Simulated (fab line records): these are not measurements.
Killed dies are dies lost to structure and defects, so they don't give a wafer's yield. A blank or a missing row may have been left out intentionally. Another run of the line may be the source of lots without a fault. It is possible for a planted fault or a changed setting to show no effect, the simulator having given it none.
Split-lot study	flow n5_finfet	39 wafers read from 7 lots, route of 1938 steps

== THE SPLIT ==
At N5_BEOL_M3_CVD_47 (deposits Co from CCTBA/H2, target thk 3 nm, time 223.8 s), the setting target_thk_a was moved away from the recipe's 30 angstrom on 15 of the 39 wafers read, by -55.9% to +52.3%. All remaining wafers had this setting at the recipe value.

== FROM THE SPLIT TO THE READING: what the file shows between them, 4 steps ==
- N5_BEOL_M3_SPUTTER_48: material Cu, target thk 4.5 nm, time 8.29 s
- N5_BEOL_M3_ANNEAL_49: time 240 s
- N5_BEOL_M3_ECD_50: material Cu, target thk 300 nm
- N5_BEOL_M3_ANNEAL_51: time 90 s

== THE READING ==
barrier_field_endpoint_s, in s, at N5_BEOL_M3_CMP_52 (polishes, stops on SiOC, t overpolish 6.8 s, target thk 40 nm). Fault-free wafers of this fab line usually give 24.6 s, standard deviation 0.57 s.

wafer	tool, chamber at the split	target_thk_a as run, angstrom	against the recipe	barrier_field_endpoint_s, s	against lot-mates on the recipe
L082.2	cvd_co-01, 1,0,2	41.23	+37.4%	24.6	+0.8
L082.1	cvd_co-01, 1,0,2	41.23	+37.4%	25.4	+1.6
L082.3	cvd_co-01, 2	30	recipe	24.0	-
L082.4	cvd_co-01, 1,0	30	recipe	23.4	-
L082.5	cvd_co-01, 1,0	30	recipe	24.1	-
L082.6	cvd_co-01, 1,0,2	41.23	+37.4%	25.6	+1.8
L087.3	cvd_co-02, 1	40.15	+33.8%	25.6	+0.9
L087.4	cvd_co-02, 2	40.15	+33.8%	26.4	+1.7
L087.2	cvd_co-02, 0	30	recipe	24.5	-
L087.1	cvd_co-02, 2,0	30	recipe	24.9	-
L087.5	cvd_co-02, 2,0	30	recipe	24.8	-
L087.6	cvd_co-02, 1	40.15	+33.8%	26.4	+1.7
L088.3	cvd_co-01, 0,1	30	recipe	24.9	-
L088.1	cvd_co-01, 0,1	30	recipe	25.0	-
L088.6	cvd_co-01, 2	30	recipe	25.4	-
L091.3	cvd_co-02, 0,1	13.24	-55.9%	22.2	-2.3
L091.1	cvd_co-02, 2,1,2	30	recipe	24.7	-
L091.4	cvd_co-02, 0	13.24	-55.9%	21.8	-2.7
L091.2	cvd_co-02, 0,1	13.24	-55.9%	22.0	-2.5
L091.6	cvd_co-02, 2,1,2	30	recipe	24.4	-
L091.5	cvd_co-02, 2,1,2	30	recipe	24.5	-
L094.2	cvd_co-01, 2	13.93	-53.6%	22.1	-2.7
L094.3	cvd_co-01, 0,2,1	30	recipe	24.6	-
L094.1	cvd_co-01, 1,0	13.93	-53.6%	22.9	-1.9
L094.4	cvd_co-01, 0,2,1	30	recipe	25.1	-
L094.5	cvd_co-01, 0,2,1	30	recipe	24.6	-
L094.6	cvd_co-01, 1,0	13.93	-53.6%	22.7	-2.1
L093.1	cvd_co-01, 1,0,2	30	recipe	24.7	-
L093.3	cvd_co-01, 2,0,1	30	recipe	25.7	-
L093.4	cvd_co-01, 1,0,2	30	recipe	25.7	-
L093.2	cvd_co-01, 2,0,1	30	recipe	25.0	-
L093.5	cvd_co-01, 1,0,2	30	recipe	24.9	-
L093.6	cvd_co-01, 2,0,1	30	recipe	25.3	-
L096.2	cvd_co-02, 1,0	30	recipe	24.9	-
L096.1	cvd_co-02, 0,1	45.7	+52.3%	26.3	+1.9
L096.4	cvd_co-02, 2	45.7	+52.3%	26.9	+2.5
L096.3	cvd_co-02, 2	30	recipe	23.6	-
L096.6	cvd_co-02, 0,1	45.7	+52.3%	26.4	+2.0
L096.5	cvd_co-02, 1,0	30	recipe	24.8	-
Rows listing several chambers each stand for several wafers; the file does not say which wafer went through which chamber.

FIT RESULTS
A straight line over all 39 wafers: barrier_field_endpoint_s changes by +0.0381 s for each +1% of target_thk_a; r = +0.89; the points scatter about the line by 0.57 s.
The same after taking each lot's own level away (the mean of its wafers on the recipe; 39 wafers): +0.0415 s for each +1%; r = +0.96; scatter 0.35 s.
On that fit, the largest move of target_thk_a shifts the reading by 2.3 s.
The lots' own levels span 23.83 to 25.22 s, that is 2.4 times the standard deviation above.
Consequently the slope shifts little with the lot-to-lot level, the two slopes agreeing.
Check: for one of the wafers moved furthest among these (-55.9%), held out of the fit, the line's prediction against its lot-mates is -2.36 s. It came out at -2.33 s against them.

== FURTHER SPLITS ON THESE WAFERS ==
These wafers also went through other splits before the reading. Each is held against what the fit with the lots' levels taken away leaves over:
other split on the same wafers	wafers away from the commonest value	r with barrier_field_endpoint_s (lot level and that fit taken away)
N5_GATE_CUT_HM_DEP_46 target_thk_a	15	+0.23
N5_BEOL_M0_SAQP_ETCH_106 target_depth_a	18	-0.01
N5_BEOL_M0_TRENCH_ETCH_107 target_depth_a	18	-0.03

== THE WHOLE CHAIN: every reading that the file lists as answering this split, in the file's order ==
step	what it does	reading	change (the file's fit)	r (the file's)
N5_BEOL_M3_CVD_47	deposits Co from CCTBA/H2, target thk 3 nm, time 223.8 s	Co_of_BEOL_M3_CVD_47.thk_nm (the simulator's own value, which no gauge read)	+0.0292 nm for each +1% of the setting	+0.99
N5_BEOL_M3_CMP_52	polishes, stops on SiOC, t overpolish 6.8 s, target thk 40 nm	barrier_field_endpoint_s	+0.0417 s for each +1% of the setting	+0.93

== THE FILE'S OWN FIT ==
barrier_field_endpoint_s changes by +0.0417 s for each +1% of target_thk_a, r = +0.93.
